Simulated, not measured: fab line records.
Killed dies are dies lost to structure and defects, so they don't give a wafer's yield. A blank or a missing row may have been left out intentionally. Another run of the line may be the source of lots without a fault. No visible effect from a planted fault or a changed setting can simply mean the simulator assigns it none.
Which of the tools did it? + flow n5 finfet + Sampling: 9 lots, 27 wafers, 7 of 1938 route steps

## WHAT EACH GAUGE READ, for each wafer
N5_BEOL_M3_INSPECT_59: inspects for defects (darkfield).
| lot  | measured     | on                | raw defect count |
|------|--------------|-------------------|------------------|
| L899 | day 10 07:26 | defect inspect-02 | 101 62 82        |
| L900 | day 11 00:25 | defect inspect-02 | 92 76 101        |
| L901 | day 11 04:04 | defect inspect-02 | 60 83 78         |
| L904 | day 11 13:51 | defect inspect-01 | 59 96 79         |
| L905 | day 11 16:30 | defect inspect-02 | 99 74 98         |
| L906 | day 11 19:31 | defect inspect-01 | 57 93 70         |
| L907 | day 12 14:27 | defect inspect-01 | 43 54 64         |
| L908 | day 12 20:07 | defect inspect-01 | 38 64 66         |
| L910 | day 13 01:25 | defect inspect-02 | 92 60 87         |

N5_BEOL_M4_THK_MEAS_01.
| lot  | measured     | on            | M4_ILD_THK (nm) |
|------|--------------|---------------|-----------------|
| L899 | day 10 07:32 | film metro-01 | 0.0 0.0 0.0     |
| L900 | day 11 00:32 | film metro-01 | 0.1 0.0 0.1     |
| L901 | day 11 04:11 | film metro-01 | 0.0 0.0 0.0     |
| L904 | day 11 13:57 | film metro-02 | 77.8 78.9 79.0  |
| L905 | day 11 16:36 | film metro-01 | 78.8 80.0 80.6  |
| L906 | day 11 19:38 | film metro-01 | 79.6 79.8 80.6  |
| L907 | day 12 14:34 | film metro-02 | 77.8 78.0 79.0  |
| L908 | day 12 20:13 | film metro-01 | 77.1 79.5 78.6  |
| L910 | day 13 01:32 | film metro-01 | 79.2 79.8 78.2  |

N5_BEOL_M4_OCD_MEAS_38.
| lot  | measured     | on     | trench depth nm (nm) |
|------|--------------|--------|----------------------|
| L899 | day 10 10:52 | ocd-02 | - - -                |
| L900 | day 11 06:58 | ocd-01 | - - -                |
| L901 | day 11 09:49 | ocd-02 | - - -                |
| L904 | day 11 19:23 | ocd-02 | 54.9 56.5 56.3       |
| L905 | day 12 01:55 | ocd-01 | 54.2 56.1 56.4       |
| L906 | day 11 22:53 | ocd-01 | 55.3 56.0 54.4       |
| L907 | day 12 20:05 | ocd-01 | 56.1 54.2 55.1       |
| L908 | day 12 22:49 | ocd-02 | 54.3 54.2 53.9       |
| L910 | day 13 04:34 | ocd-02 | 56.6 55.5 56.7       |

N5_BEOL_M4_RC_MEAS_101.
| lot  | measured     | on        | DIBL_N (mV/V)  | DIBL_P (mV/V)  | IOFF_N (nA/um) | IOFF_P (nA/um) | ION_N (uA/um) | ION_P (uA/um) | SS_N (mV/dec)  | SS_P (mV/dec)  | VT_N (mV)   | VT_P (mV)      |
|------|--------------|-----------|----------------|----------------|----------------|----------------|---------------|---------------|----------------|----------------|-------------|----------------|
| L904 | day 12 00:10 | prober-02 | 37.3 35.6 35.4 | 35.4 34.2 34.3 | 0.16 0.15 0.14 | 0.22 0.22 0.21 | 675 703 677   | 466 481 469   | 71.4 71.4 71.2 | 72.8 72.5 72.8 | 247 246 249 | -246 -244 -245 |
| L905 | day 12 06:17 | prober-02 | 37.0 38.2 37.9 | 38.3 39.1 38.9 | 0.22 0.23 0.24 | 0.22 0.23 0.23 | 705 686 683   | 462 456 458   | 72.0 72.5 72.2 | 73.2 73.7 73.6 | 243 244 240 | -251 -248 -250 |
| L906 | day 12 03:55 | prober-01 | 37.3 36.3 37.3 | 36.6 35.8 36.4 | 0.16 0.15 0.17 | 0.23 0.22 0.23 | 678 662 667   | 472 460 464   | 71.4 71.4 71.9 | 72.5 73.4 73.5 | 254 253 249 | -245 -248 -247 |
| L907 | day 13 00:05 | prober-02 | 33.4 35.3 34.3 | 33.1 34.8 33.9 | 0.13 0.16 0.14 | 0.17 0.19 0.18 | 682 677 672   | 465 462 459   | 71.4 71.3 71.9 | 72.7 73.6 73.2 | 251 247 250 | -254 -251 -252 |
| L908 | day 13 03:38 | prober-02 | 40.0 38.2 37.6 | 40.9 38.7 37.9 | 0.28 0.23 0.21 | 0.27 0.24 0.22 | 717 695 687   | 475 461 459   | 72.9 73.1 71.7 | 74.6 74.5 73.4 | 241 242 245 | -250 -249 -251 |
| L910 | day 13 10:06 | prober-01 | 33.2 36.3 36.8 | 33.6 37.7 38.6 | 0.12 0.18 0.19 | 0.16 0.21 0.22 | 669 678 677   | 452 461 458   | 71.2 71.9 72.1 | 72.4 74.4 74.3 | 252 248 246 | -256 -250 -253 |

## EACH LOT AND THE TOOL THAT RAN IT (in order: tool; ch and the chambers of the sampled wafers; start)
| lot  | N5_BEOL_M3_SPUTTER_92        | N5_BEOL_M3_CMP_52             | N5_BEOL_M4_ILD_DEP_00           |
|------|------------------------------|-------------------------------|---------------------------------|
| L899 | pvd sputter-01, day 10 05:53 | cmp-02 ch 0,3, day 10 06:52   | pecvd-03 ch 1,2, day 10 07:28   |
| L900 | pvd sputter-01, day 10 22:44 | cmp-02 ch 0,1,3, day 10 23:43 | pecvd-01 ch 0,1,2, day 11 00:28 |
| L901 | pvd sputter-01, day 11 02:25 | cmp-02 ch 0,1,2, day 11 03:26 | pecvd-04 ch 0,2, day 11 04:06   |
| L904 | pvd sputter-01, day 11 12:17 | cmp-02 ch 1,3, day 11 13:15   | pecvd-04 ch 0,1,2, day 11 13:53 |
| L905 | pvd sputter-03, day 11 14:59 | cmp-02 ch 0,1, day 11 15:57   | pecvd-03 ch 1,2, day 11 16:32   |
| L906 | pvd sputter-02, day 11 18:01 | cmp-02 ch 2,3, day 11 18:56   | pecvd-01 ch 0,1,2, day 11 19:35 |
| L907 | pvd sputter-01, day 12 12:52 | cmp-02 ch 0,2,3, day 12 13:48 | pecvd-04 ch 0,1, day 12 14:29   |
| L908 | pvd sputter-01, day 12 18:37 | cmp-01 ch 1,2, day 12 19:32   | pecvd-03 ch 0,2, day 12 20:10   |
| L910 | pvd sputter-01, day 12 23:54 | cmp-02 ch 0,2, day 13 00:52   | pecvd-01 ch 1,2, day 13 01:27   |
- N5_BEOL_M3_SPUTTER_92: material Cu, target thk 4.5 nm, time 8.29 s.
- N5_BEOL_M3_CMP_52: polishes, stops on SiOC, t overpolish 6.8 s, target thk 40 nm.
- N5_BEOL_M4_ILD_DEP_00: deposits SiOC from DEMS/O2, target thk 79 nm, time 15.3 s.

## AS READ BY THE TOOLS THEMSELVES (means over the sampled wafers that have a number; for cases with no such wafer, the mark the record gives instead)
N5_BEOL_M3_SPUTTER_92.
| lot  | tool           | throttle valve pct (%) |
|------|----------------|------------------------|
| L899 | pvd sputter-01 | 31.1                   |
| L900 | pvd sputter-01 | 31.1                   |
| L901 | pvd sputter-01 | 30.6                   |
| L904 | pvd sputter-01 | 30.7                   |
| L905 | pvd sputter-03 | 30.2                   |
| L906 | pvd sputter-02 | 30.6                   |
| L907 | pvd sputter-01 | 31.3                   |
| L908 | pvd sputter-01 | 30.9                   |
| L910 | pvd sputter-01 | 30.6                   |

N5_BEOL_M3_CMP_52.
| lot  | tool   | barrier field endpoint s (s) | edge zone pressure frac | motor current A (A) | overpolish run s (s) | time to endpoint s (s) |
|------|--------|------------------------------|-------------------------|---------------------|----------------------|------------------------|
| L899 | cmp-02 | 25.4                         | 1.000                   | 6.3                 | 6.800                | 64                     |
| L900 | cmp-02 | 25.4                         | 0.998                   | 6.1                 | 6.804                | 64                     |
| L901 | cmp-02 | 25.4                         | 1.005                   | 6.0                 | 6.797                | 61                     |
| L904 | cmp-02 | 24.9                         | 1.002                   | 6.3                 | 6.796                | 62                     |
| L905 | cmp-02 | 24.3                         | 1.004                   | 6.2                 | 6.802                | 60                     |
| L906 | cmp-02 | 25.3                         | 1.000                   | 6.2                 | 6.799                | 63                     |
| L907 | cmp-02 | 24.6                         | 1.000                   | 6.1                 | 6.806                | 60                     |
| L908 | cmp-01 | 25.6                         | 1.000                   | 6.4                 | 6.801                | 64                     |
| L910 | cmp-02 | 25.5                         | 0.998                   | 6.1                 | 6.805                | 64                     |

N5_BEOL_M4_ILD_DEP_00.
| lot  | tool     | chamber pressure Torr (Torr) | heater power outer w (W) | heater power w (W) | showerhead plenum p Torr (Torr) | throttle valve pct (%) |
|------|----------|------------------------------|--------------------------|--------------------|---------------------------------|------------------------|
| L899 | pecvd-03 | -                            | -                        | -                  | -                               | -                      |
| L900 | pecvd-01 | -                            | -                        | -                  | -                               | -                      |
| L901 | pecvd-04 | -                            | -                        | -                  | -                               | -                      |
| L904 | pecvd-04 | 5.000                        | 220                      | 418                | 5.688                           | 11.7                   |
| L905 | pecvd-03 | 5.009                        | 220                      | 412                | 5.707                           | 11.9                   |
| L906 | pecvd-01 | 4.999                        | 293                      | 513                | 5.700                           | 13.0                   |
| L907 | pecvd-04 | 4.996                        | 246                      | 454                | 5.687                           | 12.2                   |
| L908 | pecvd-03 | 5.019                        | 215                      | 425                | 5.691                           | 12.0                   |
| L910 | pecvd-01 | 5.000                        | 331                      | 550                | 5.708                           | 13.4                   |

## THE ANSWER, worked out from the rows above alone
Rule: the lots themselves supply what counts as usual. The widest of any qualifying gaps counts: lots, ordered by their means at a reading, are off when they make up no more than a third of the lots, leave a main group of 4 or more, and stand apart from it by 3 or more times the standard deviation of that group's means. The tables above print the reading to a certain number of digits; a main group whose means all agree to those digits is not used. Also off: a lot with no number at a reading for which 4 or more lots have one. All remaining lots with rows at the step are treated as sound. The gauges are gone through in route order, then the tools' own readings, and for those a lot's mean is taken as printed above. At the first step where some lot is off, the reading lying furthest off is the one used; lots without a number count as furthest.
Off: L899, L900, L901, at N5_BEOL_M4_THK_MEAS_01 (M4_ILD_THK). For the main group the mean is 79.0 nm and the standard deviation 0.67.
If a tool, at a process step before that reading, ran all the lots that are off and no sound lot after the first of them, it fits. Not tried: the gauges at N5_BEOL_M4_THK_MEAS_01; whatever is off there is also off at N5_BEOL_M4_OCD_MEAS_38, on other tools, and gauge error can't account for it. Not one of the candidates tried fits.

## WHAT HAD BEEN PUT IN BY THE SIMULATOR
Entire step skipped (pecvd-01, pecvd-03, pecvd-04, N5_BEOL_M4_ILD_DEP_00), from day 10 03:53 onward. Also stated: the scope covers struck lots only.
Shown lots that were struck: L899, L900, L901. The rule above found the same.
